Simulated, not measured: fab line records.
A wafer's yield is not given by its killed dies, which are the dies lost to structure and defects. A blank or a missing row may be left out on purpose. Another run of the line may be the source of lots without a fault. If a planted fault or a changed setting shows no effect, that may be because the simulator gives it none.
Matching of chambers || flow nand-harc || rie-diel-08 running NHARC_P_BONDPAD_ETCH_37: 4 sister chambers
The step etches the open film in N2/H2, target depth 60 nm, overetch 18 nm, time 65.91 s. 8 wafers are shown with their chamber, then 7 later ones without.

== WAFERS WITH THEIR CHAMBER ==
{"wafer": "L226.4", "chamber": 2, "drypump-motor-current-A (A)": 5.97, "rf-vpp-V (V)": 435.1}
{"wafer": "L228.1", "chamber": 2, "drypump-motor-current-A (A)": 5.94, "rf-vpp-V (V)": 434.1}
{"wafer": "L230.5", "chamber": 0, "drypump-motor-current-A (A)": 5.91, "rf-vpp-V (V)": 431.0}
{"wafer": "L230.6", "chamber": 3, "drypump-motor-current-A (A)": 5.66, "rf-vpp-V (V)": 429.1}
{"wafer": "L229.2", "chamber": 0, "drypump-motor-current-A (A)": 5.92, "rf-vpp-V (V)": 431.0}
{"wafer": "L229.6", "chamber": 1, "drypump-motor-current-A (A)": 6.34, "rf-vpp-V (V)": 431.9}
{"wafer": "L231.1", "chamber": 3, "drypump-motor-current-A (A)": 5.68, "rf-vpp-V (V)": 429.0}
{"wafer": "L231.4", "chamber": 1, "drypump-motor-current-A (A)": 6.34, "rf-vpp-V (V)": 431.9}

== WAFERS MISSING THEIR CHAMBER ==
{"wafer": "L231.6", "drypump-motor-current-A (A)": 6.34, "rf-vpp-V (V)": 431.2}
{"wafer": "L235.1", "drypump-motor-current-A (A)": 5.59, "rf-vpp-V (V)": 427.4}
{"wafer": "L235.3", "drypump-motor-current-A (A)": 6.34, "rf-vpp-V (V)": 433.0}
{"wafer": "L235.6", "drypump-motor-current-A (A)": 6.00, "rf-vpp-V (V)": 433.7}
{"wafer": "L241.1", "drypump-motor-current-A (A)": 5.90, "rf-vpp-V (V)": 431.0}
{"wafer": "L241.3", "drypump-motor-current-A (A)": 6.01, "rf-vpp-V (V)": 435.3}
{"wafer": "L241.4", "drypump-motor-current-A (A)": 6.32, "rf-vpp-V (V)": 434.2}

== WHICH CHAMBER EACH ONE RAN IN ==
{"wafer": "L231.6", "from the rows above": 1, "in truth": 1}
{"wafer": "L235.1", "from the rows above": 3, "in truth": 3}
{"wafer": "L235.3", "from the rows above": 1, "in truth": 1}
{"wafer": "L235.6", "from the rows above": 2, "in truth": 2}
{"wafer": "L241.1", "from the rows above": 0, "in truth": 0}
{"wafer": "L241.3", "from the rows above": 2, "in truth": 2}
{"wafer": "L241.4", "from the rows above": 1, "in truth": 1}
Correctly placed: 7 of 7. Number that these rows cannot place: 0. 0 placed wrongly.
How it was worked out, from the rows above alone: a wafer's distance from a chamber is the root of the sum, over the readings, of the square of ((its reading less the chamber's mean) divided by the reading's scatter). The wafer belongs to the nearest chamber; if the next one is less than 2 further off, it can't be placed. A chamber's mean is the mean of its shown wafers. How the scatter is found: for the shown wafers, subtract from each reading the mean of its chamber, square and add these, divide the total by (wafers less chambers), then take the root.
